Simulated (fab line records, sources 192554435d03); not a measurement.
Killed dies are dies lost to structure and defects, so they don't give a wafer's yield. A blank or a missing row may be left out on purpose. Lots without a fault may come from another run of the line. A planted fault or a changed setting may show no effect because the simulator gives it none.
Split-lot experiment | flow n5_finfet | 7 lots, 39 wafers read, on a route of 1938 steps

THE SPLIT
At N5_BEOL_M5_DESCUM_16 (chemistry O2, time 7 s), the setting time_s was moved away from the recipe's 7 s on 18 of the 39 wafers read, by -56.5% to +32.1%. The other wafers ran this setting at the recipe's value.

The reading is taken at the split's own step.

THE READING
CAR-EUV_of_BEOL_M5_COAT_05.thk_nm (the simulator's own value, which no gauge read), in nm, at N5_BEOL_M5_DESCUM_16 (chemistry O2, time 7 s). The file gives no usual value for it. The 21 wafers here that ran the recipe average 26.0 nm, standard deviation 0.093 nm.

wafer  | tool, chamber at the split | time_s as run, s | against the recipe | CAR-EUV_of_BEOL_M5_COAT_05.thk_nm, nm | against lot-mates on the recipe
L076.1 | rie_diel-06, 1             | 7                | recipe             | 26.2                                  | -
L076.2 | rie_diel-06, 0,2,3         | 9.249            | +32.1%             | 25                                    | -1.1
L076.3 | rie_diel-06, 0,2,3         | 9.249            | +32.1%             | 25                                    | -1.1
L076.4 | rie_diel-06, 0,2,3         | 9.249            | +32.1%             | 25                                    | -1.1
L076.5 | rie_diel-06, 2,3           | 7                | recipe             | 26                                    | -
L076.6 | rie_diel-06, 2,3           | 7                | recipe             | 26                                    | -
L078.1 | rie_diel-06, 1,3           | 5.197            | -25.8%             | 27                                    | +1.0
L078.4 | rie_diel-06, 1,3           | 5.197            | -25.8%             | 27                                    | +1.0
L078.2 | rie_diel-06, 0,3,2         | 7                | recipe             | 26                                    | -
L078.5 | rie_diel-06, 0,3,2         | 7                | recipe             | 26                                    | -
L078.6 | rie_diel-06, 0,3,2         | 7                | recipe             | 26                                    | -
L078.3 | rie_diel-06, 2             | 5.197            | -25.8%             | 26.8                                  | +0.8
L080.1 | rie_diel-03, 0             | 7                | recipe             | 26.2                                  | -
L080.6 | rie_diel-03, 0             | 7                | recipe             | 26.2                                  | -
L080.2 | rie_diel-03, 3             | 7                | recipe             | 26                                    | -
L080.3 | rie_diel-03, 1             | 8.999            | +28.6%             | 25.4                                  | -0.7
L080.4 | rie_diel-03, 2             | 8.999            | +28.6%             | 25.2                                  | -0.9
L080.5 | rie_diel-03, 3             | 8.999            | +28.6%             | 25                                    | -1.1
L082.3 | rie_diel-06, 3,2,2         | 7                | recipe             | 26                                    | -
L082.4 | rie_diel-06, 3,2,2         | 7                | recipe             | 26                                    | -
L082.5 | rie_diel-06, 3,2,2         | 7                | recipe             | 26                                    | -
L084.1 | rie_diel-04, 1,0           | 7                | recipe             | 26                                    | -
L084.4 | rie_diel-04, 1,0           | 7                | recipe             | 26                                    | -
L084.2 | rie_diel-04, 2,3           | 8.629            | +23.3%             | 25.2                                  | -0.7
L084.3 | rie_diel-04, 2,3           | 8.629            | +23.3%             | 25.2                                  | -0.7
L084.5 | rie_diel-04, 1             | 8.629            | +23.3%             | 25                                    | -0.9
L084.6 | rie_diel-04, 0             | 7                | recipe             | 25.8                                  | -
L091.1 | rie_diel-04, 2,3,3         | 8.909            | +27.3%             | 25.2                                  | -0.8
L091.2 | rie_diel-04, 2,3,3         | 8.909            | +27.3%             | 25.2                                  | -0.8
L091.5 | rie_diel-04, 2,3,3         | 8.909            | +27.3%             | 25.2                                  | -0.8
L091.3 | rie_diel-04, 0,1,0         | 7                | recipe             | 26                                    | -
L091.4 | rie_diel-04, 0,1,0         | 7                | recipe             | 26                                    | -
L091.6 | rie_diel-04, 0,1,0         | 7                | recipe             | 26                                    | -
L097.1 | rie_diel-06, 1,3,2         | 3.046            | -56.5%             | 28                                    | +1.9
L097.2 | rie_diel-06, 1,3,2         | 3.046            | -56.5%             | 28                                    | +1.9
L097.3 | rie_diel-06, 1,3,2         | 3.046            | -56.5%             | 28                                    | +1.9
L097.4 | rie_diel-06, 0             | 7                | recipe             | 26.2                                  | -
L097.5 | rie_diel-06, 2,3           | 7                | recipe             | 26                                    | -
L097.6 | rie_diel-06, 2,3           | 7                | recipe             | 26                                    | -
Where a row lists several chambers, the file gives one row for several wafers and doesn't say which wafer went through which chamber.

THE FIT
A straight line over all 39 wafers: CAR-EUV_of_BEOL_M5_COAT_05.thk_nm changes by -0.0337 nm for each +1% of time_s; r = -0.99; the points scatter about the line by 0.11 nm.
The same after taking each lot's own level away (the mean of its wafers on the recipe; 39 wafers): -0.0337 nm for each +1%; r = -0.99; scatter 0.088 nm.
On that fit, the largest move of time_s shifts the reading by 1.9 nm.
The lots' own levels span 25.93 to 26.13 nm, that is 2.1 times the standard deviation above.
So the lot-to-lot level changes the slope little: the two slopes agree.
Check: with one of the wafers moved furthest among these (-56.5%) left out of the fit, the line predicts +1.92 nm for it against its lot-mates. It came out at +1.93 nm against them.

OTHER SPLITS ON THESE WAFERS
These wafers also went through other splits before the reading. Each is held against what the fit with the lots' levels taken away leaves over:
other split on the same wafers                 | wafers away from the commonest value | r with CAR-EUV_of_BEOL_M5_COAT_05.thk_nm (lot level and that fit taken away)
N5_SDB_HM_DEP_00 target_thk_a                  | 12                                   | -0.07
N5_HKMG_FIN_ETCH_35 target_depth_a             | 18                                   | -0.16
N5_MOL_CONTACT_COAG_VIA_ETCH_46 target_depth_a | 18                                   | +0.34

THE FILE'S OWN FIT
CAR-EUV_of_BEOL_M5_COAT_05.thk_nm changes by -0.0336 nm for each +1% of time_s, r = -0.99.
